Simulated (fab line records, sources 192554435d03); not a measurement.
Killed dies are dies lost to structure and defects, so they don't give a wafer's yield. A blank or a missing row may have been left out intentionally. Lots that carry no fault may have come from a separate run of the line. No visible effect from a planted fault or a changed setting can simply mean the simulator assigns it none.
fab line records ; flow n5_finfet
record lots=4; wafers=12; last_day=18
route steps=1938 shown BEOL_M14@1719 PASSIVATION@1936
lots untouched by any fault: they come from a run of this same line in which no faults occurred
start_h: hours from the record's opening day to when the first of the lot's shown wafers began ; wait_h: how many hours have passed since the lot's step before this one ; " the same as in the row above ; L1.1+2: several wafers, shown together as one row ; - value missing, or start not given ; * or withheld: withheld ; < > ~ a bound
route shown NAME@n: names a module that has steps shown in the file, with the first one's number in the route ; usual: mean/standard deviation of fault-free wafers ; same: alike in all rows ; chamber/n: place in a boat ; sites: per-site readings ; _std_site: standard deviation of those values ; _edge_site: outer sites' mean less inner sites' ; radius_mm: for every site, how far away it sits from the centre of the wafer ; mask NAME#n: copy n ; behind: the last tool/chamber to shape the wafer ; hold: why the lot was held/for how many hours/how that ended ; device: transistor that didn't switch, given as n, p or np ; end of line: tests run on the same wafers once the route is complete ; a step given without rows: its recipe and nothing more ; killed: the dies lost at the first sort to structure and to defects; this is not the yield of the wafer ; map: per-die view of a wafer (x killed, . not killed, _ where there is no die)
set.NAME: the setting that was run; set.NAME@STEP: the one run at that earlier step ; model.NAME: the simulator's own value behind a step, which no gauge read
certain route steps with their lots: each step a table, each wafer a row
services: the hour from which a tool's chamber was out of use, counted from the record's first day as start_h (under 0 if before that day), plus the number of hours and why
## steps
# step N5_BEOL_M14_COAT_04
# recipe spin_rpm=1704; resist_thk_nm=800
# step N5_BEOL_M14_EBR_06
# recipe solvent=PGMEA; ebr_width_mm=1.5
# step N5_BEOL_M14_SOFTBAKE_05
# recipe temp_c=130; time_s=60
# step N5_BEOL_M14_EXPOSE_07
# recipe mask_id=V13; na=0.8; source_shape=annular; sigma_inner=0.5; sigma_outer=0.8; polarization=unpolarized; attpsm_phase_deg=180; dose_mj=57
# step N5_BEOL_M14_PEB_08
# recipe peb_temp_c=130; peb_time_s=90
# step N5_BEOL_M14_DEVELOP_09
# recipe develop_time_s=45; rinse_liquid=diw; dry=air_spin; dev_temp_c=21
# step N5_BEOL_M14_HARDBAKE_14
# recipe temp_c=130; time_s=120
# step N5_BEOL_M14_DESCUM_15
# recipe chemistry=O2; time_s=7.9; source_power_w=50; bias_power_w=20; pressure_mtorr=20; rf_frequency_hz=2.712e+07; temp_c=40; o2_flow_sccm=225
# step N5_BEOL_M14_ETCH_59
# recipe chemistry=N2/H2; target=BARC; target_depth_a=890; overetch_a=267; time_s=67.9; ion_energy_ev=200; pressure_mtorr=30; source_w=840; bias_w=150; n2_flow_sccm=200; h2_flow_sccm=200
# step N5_BEOL_M14_VIA_ETCH_16
# recipe chemistry=C4F8/O2/Ar; target=SiO2; he_inner_torr=15; he_outer_torr=30; target_depth_a=12313; time_s=withheld; ion_energy_ev=800; pressure_mtorr=20; source_w=1905; bias_w=2040; Ar_flow_sccm=400; C4F8_flow_sccm=16; O2_flow_sccm=12; ends=cleared
# usual drypump_motor_current_A=5.8/0.46; oes_ar_750_au=0.81/0.083; oes_product_au=0.73/0.078; rf_vpp_V=2236/20; showerhead_plenum_p_Torr=3.47/0.12; throttle_valve_pct=30.80/0.27
lot.wafer;tool;chamber;start_h;wait_h;drypump_motor_current_A;oes_ar_750_au;oes_product_au;rf_vpp_V;showerhead_plenum_p_Torr;throttle_valve_pct
L416.4;rie_diel-05;0;318.57;0.0;5.9;0.83;0.76;2210;3.34;30.53
L416.5;rie_diel-05;3;318.57;0.0;4.8;0.68;0.60;2236;3.52;30.84
L416.6;rie_diel-05;2;318.57;0.0;5.5;0.81;0.74;2236;3.62;30.70
L421.1;rie_diel-05;2;357.41;0.0;5.5;0.79;0.72;2235;3.61;30.75
L421.3;rie_diel-05;3;357.41;0.0;4.9;0.98;0.89;2235;3.51;30.77
L421.5;rie_diel-05;0;357.41;0.0;5.9;0.81;0.74;2213;3.33;30.55
L424.2;rie_diel-05;2;370.38;0.0;5.5;0.79;0.73;2236;3.61;30.74
L424.5;rie_diel-05;2;370.38;0.0;5.5;0.79;0.72;2236;3.61;30.73
L424.6;rie_diel-05;3;370.38;0.0;4.9;0.96;0.87;2234;3.51;30.77
L427.1;rie_diel-06;3;394.88;0.0;5.7;0.78;0.71;2254;3.59;30.87
L427.5;rie_diel-06;0;394.88;0.0;5.8;0.84;0.76;2189;3.35;30.98
L427.6;rie_diel-06;1;394.88;0.0;5.9;0.84;0.75;2249;3.61;31.33
# step N5_BEOL_M14_STRIP_63
# recipe chemistry=O2; power_w=600; temp_c=60; pressure_mtorr=30; rf_frequency_hz=6e+07; bias_power_w=0; overash_fraction=0.3; o2_flow_sccm=225
# step N5_BEOL_M14_STRIP_64
# recipe chemistry=O2; power_w=600; temp_c=60; pressure_mtorr=30; rf_frequency_hz=6e+07; bias_power_w=0; overash_fraction=0.3; o2_flow_sccm=225
# step N5_BEOL_M14_STRIP_71
# recipe chemistry=post_etch_residue_remover; time_s=60; temp_c=25; remover_ph=withheld; remover_water_wt_pct=withheld; remover_fluoride_wt_pct=withheld
# step N5_BEOL_M14_SRD_72
# recipe time_s=30; temp_c=23; rinse_liquid=diw; dry=n2_spin; spin_rpm=1500; dry_time_s=30
# step N5_BEOL_M14_COAT_65
# recipe resist=SOC; temp_c=250; time_s=60; spin_rpm=1500; resist_thk_nm=450
# step N5_BEOL_M14_COAT_66
# recipe resist=SiARC; temp_c=220; time_s=60; spin_rpm=1500; resist_thk_nm=110
# step N5_BEOL_M14_COAT_22
# recipe spin_rpm=2888; resist_thk_nm=300
# step N5_BEOL_M14_EBR_24
# recipe solvent=PGMEA; ebr_width_mm=1.5
# step N5_BEOL_M14_SOFTBAKE_23
# recipe temp_c=130; time_s=60
# step N5_BEOL_M14_EXPOSE_25
# recipe mask_id=M14; na=0.8; source_shape=annular; sigma_inner=0.5; sigma_outer=0.8; polarization=unpolarized; target_cd_nm=280; dose_mj=26.6
# step N5_BEOL_M14_PEB_26
# recipe peb_temp_c=130; peb_time_s=90
# step N5_BEOL_M14_DEVELOP_27
# recipe develop_time_s=45; rinse_liquid=diw; dry=air_spin; dev_temp_c=21
# step N5_BEOL_M14_HARDBAKE_32
# recipe temp_c=130; time_s=120
# step N5_BEOL_M14_INSPECT_30
# recipe mode=adi; inspect_instrument=macro
# usual raw_defect_count=2.3/1.4
lot.wafer;tool;chamber;start_h;wait_h;raw_defect_count
L416.4;defect_inspect-02;-;319.30;0.0;5
L416.5;defect_inspect-02;-;319.30;0.0;3
L416.6;defect_inspect-02;-;319.30;0.0;3
L421.1;defect_inspect-01;-;358.27;0.0;265
L421.3;defect_inspect-01;-;358.27;0.0;282
L421.5;defect_inspect-01;-;358.27;0.0;263
L424.2;defect_inspect-02;-;371.11;0.0;291
L424.5;defect_inspect-02;-;371.11;0.0;262
L424.6;defect_inspect-02;-;371.11;0.0;250
L427.1;defect_inspect-02;-;395.74;0.0;3
L427.5;defect_inspect-02;-;395.74;0.0;2
L427.6;defect_inspect-02;-;395.74;0.0;1
# step N5_BEOL_M14_DESCUM_33
# recipe chemistry=O2; time_s=7.9; source_power_w=50; bias_power_w=20; pressure_mtorr=20; rf_frequency_hz=2.712e+07; temp_c=40; o2_flow_sccm=225
# step N5_PASSIVATION_PROBE_49
# usual defect_limited_yield=91.7/1.5; killed_at_M0_to_M3=30/8.6; killed_at_M4_up=12/4.5; killed_at_contacts=13/5.8; killed_at_front_end=38/11; killed_at_other=4/3; killed_dies=97/17; killed_open=63/12; killed_short=32/8.8; sort_bin_5_function=4.8/0.91; sort_bin_6_memory=3.1/0.68; sort_n_pass=1083/17; sort_yield_pct=91.7/1.5
# same gross_dies=1180; killed_at_back_side=0; sort_bin_4_leakage[%]=0; sort_bin_8_speed[%]=0
lot.wafer;tool;chamber;start_h;wait_h;defect_limited_yield[%];killed_at_M0_to_M3;killed_at_M4_up;killed_at_contacts;killed_at_front_end;killed_at_other;killed_dies;killed_open;killed_short;sort_bin_5_function[%];sort_bin_6_memory[%];sort_n_pass;sort_yield_pct[%]
L421.1;prober-02;-;385.12;0.0;84.7;18;103;7;49;3;180;52;34;9.9;4.1;1000;84.7
L421.3;prober-02;-;385.22;0.1;84.7;22;86;9;54;10;181;74;32;8.7;4.8;999;84.7
L421.5;prober-02;-;385.32;0.2;84.7;42;86;4;43;6;181;75;33;10.0;4.1;999;84.7
L424.2;prober-01;-;399.23;0.1;84.6;42;96;12;30;2;182;56;35;10.2;4.2;998;84.6
L424.5;prober-01;-;399.38;0.2;84.5;26;109;13;30;5;183;60;27;10.2;3.9;997;84.5
L424.6;prober-01;-;399.43;0.3;87.4;15;87;10;36;1;149;47;28;8.1;3.3;1031;87.4
# killed by level:class
L421.1 BEOL_M14:unspecified=94 FIN_SAQP:geometric_particle:open=12 STI_FIN_REVEAL:geometric_particle:open=6 GATE_CUT:geometric_particle:open=6 STARTING-WAFER:geometric_particle:short=6 GATE_CUT:geometric_particle:short=5 MOL_CONTACT_COAG:geometric_particle:open=5 BEOL_M0_SAQP:geometric_particle:short=5
L421.3 BEOL_M14:unspecified=74 FIN_SAQP:geometric_particle:open=15 STI_FIN_REVEAL:geometric_particle:open=11 BEOL_M0_SAQP:geometric_particle:short=8 DUMMY_GATE:geometric_particle:open=6 MOL_CONTACT_COAG:geometric_particle:open=6 BEOL_M3:geometric_particle:open=6 BEOL_M4:geometric_particle:open=6
L421.5 BEOL_M14:unspecified=72 BEOL_M0_SAQP:geometric_particle:short=14 BEOL_M0_SAQP:geometric_particle:open=10 FIN_SAQP:geometric_particle:short=8 STI_FIN_REVEAL:geometric_particle:open=8 BEOL_M2:geometric_particle:open=8 FIN_SAQP:geometric_particle:open=7 BEOL_M4:geometric_particle:open=7
L424.2 BEOL_M14:unspecified=86 BEOL_M0_SAQP:geometric_particle:short=15 BEOL_M0_SAQP:geometric_particle:open=12 MOL_CONTACT_COAG:geometric_particle:open=8 STI_FIN_REVEAL:geometric_particle:open=5 DUMMY_GATE:geometric_particle:open=5 BEOL_M2:geometric_particle:open=4 BEOL_M3:geometric_particle:open=3
L424.5 BEOL_M14:unspecified=94 STI_FIN_REVEAL:geometric_particle:open=11 MOL_CONTACT_COAG:geometric_particle:open=11 BEOL_M4:geometric_particle:open=7 BEOL_M0_SAQP:geometric_particle:short=6 BEOL_M2:geometric_particle:open=6 ILD0:geometric_particle:short=5 ILD0:geometric_particle:open=4
L424.6 BEOL_M14:unspecified=71 FIN_SAQP:geometric_particle:short=6 DUMMY_GATE:geometric_particle:open=6 MOL_CONTACT_COAG:geometric_particle:open=6 BEOL_M4:geometric_particle:open=6 ILD0:geometric_particle:open=5 ILD0:geometric_particle:short=5 BEOL_M0_SAQP:geometric_particle:open=5
# map L421.3 (x killed, . not)
_________________.......x...x________________
______________........x.x......._____________
___________.......x.x........x....x__________
__________..........x............x.._________
________..........x..................._______
_______..................x........x....______
______xx.x................x.....x..x...._____
_____..x........x.......................x____
____x...xxx...............x...x...........___
___xxxxxxxx.......................x........__
___xxxxxxxx......x................x....x...__
__xxxxxxxxxx....x.......x.........x........._
__xxxxxxxxxx...x................x.....x....._
_xxxxxxxxx.x................x.....x.x.x......
_xxxxxxxxxx...x..................x...........
_.xxxxx.x..xx....x..........x....x.....x.....
_xxxxxx.....x.......x...x.........x..........
_..xx.........x........................x.....
_.....xx..x....x....x...x....................
_.xx......x...x......x..x.x.x.x..............
_.......x....................x...............
__...............x......x...........x..x...._
__...x.x......................x.......xx...._
___.x...........xx..x.....xx.............x.__
___......x.......x.........x........x......__
____.............x........................___
_____x...................................____
______.............x...................._____
_______x............x..................______
________..x.....x.x..x.........x....x._______
__________........x..........x......_________
___________........x..........x....__________
______________.................._____________
_________________x.x......x..________________
# map L424.5 (x killed, . not)
_________________........x.x.________________
______________..x........x......_____________
___________.x......x......x........__________
__________..............x.x...x....._________
________...x.........................._______
_______.........x....xx...x............______
______...x...x................x........._____
_____......xx.xx................x........____
____.xx.x.xxx......x......................___
___.xxxxxxxxx..............x.x.............__
___xx.xxxxxxx.x.xx..x......................__
__...xxxxxxxxxx....................x........_
__x.xxxxxxxxxxx............................._
_....xxxxxxxxxxxx...........x.....x..x.x.....
_...xxxxxxxx.xxx..x.................x........
_.....x..xxxxx..x.............x...........x..
_...x....x.xx..x......x.............x........
_x..xxxx.xxxx..................x......x......
_...x..x..........x....x..x..............x...
_x.............xx............x...............
_..x........x....x........x..x......x..x.....
__..x.......x.x....x...x..............x....._
__x..x............................x........._
___...............x......xx....x...........__
___........................................__
____....................................x.___
_____..x..x...x..........................____
______x....x.........x.................x_____
_______.x...........xxx........x.......______
________.............x.........x......_______
__________.x...................x...._________
___________......x................x__________
______________.....x............_____________
_________________............________________
## services
tool;chamber;start_h;hours;kind
rie_diel-05;0;304.59;5.7;repair
rie_diel-06;3;310.47;18.0;repair
rie_diel-05;3;328.62;-;clean
rie_diel-05;3;328.62;-;consumable_replace:focus_ring
rie_diel-05;3;328.62;14.2;scheduled_down
rie_diel-05;3;328.62;14.2;vent_cycle
rie_diel-06;2;342.28;-;clean
rie_diel-06;2;342.28;-;consumable_replace:focus_ring
rie_diel-06;2;342.28;-;consumable_replace:showerhead
rie_diel-06;2;342.28;28.4;scheduled_down
rie_diel-06;2;342.28;28.4;vent_cycle
rie_diel-06;2;382.78;5.8;repair
rie_diel-05;0;383.06;16.6;repair
## key
first_sign step=N5_BEOL_M14_INSPECT_30; reading=raw_defect_count; direction=up; sigmas=99+; usual=2.3; struck=268.8
effect step=N5_PASSIVATION_PROBE_49; reading=killed_at_M4_up; direction=up; sigmas=18; usual=12; struck=94
more_kills_born_at N5_BEOL_M14_VIA_ETCH_16@rie_diel-05=491
met_at N5_BEOL_M14_VIA_ETCH_16
struck_wafers L421.1,L421.3,L421.5,L424.2,L424.5,L424.6
onset_between 318.57 357.41
fault kind=chamber_particle_source; tool=rie_diel-05; chamber=-; onset_h=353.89; steps=N5_BEOL_M14_VIA_ETCH_16; rate_per_visit_cm2=0.41822; end_h=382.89
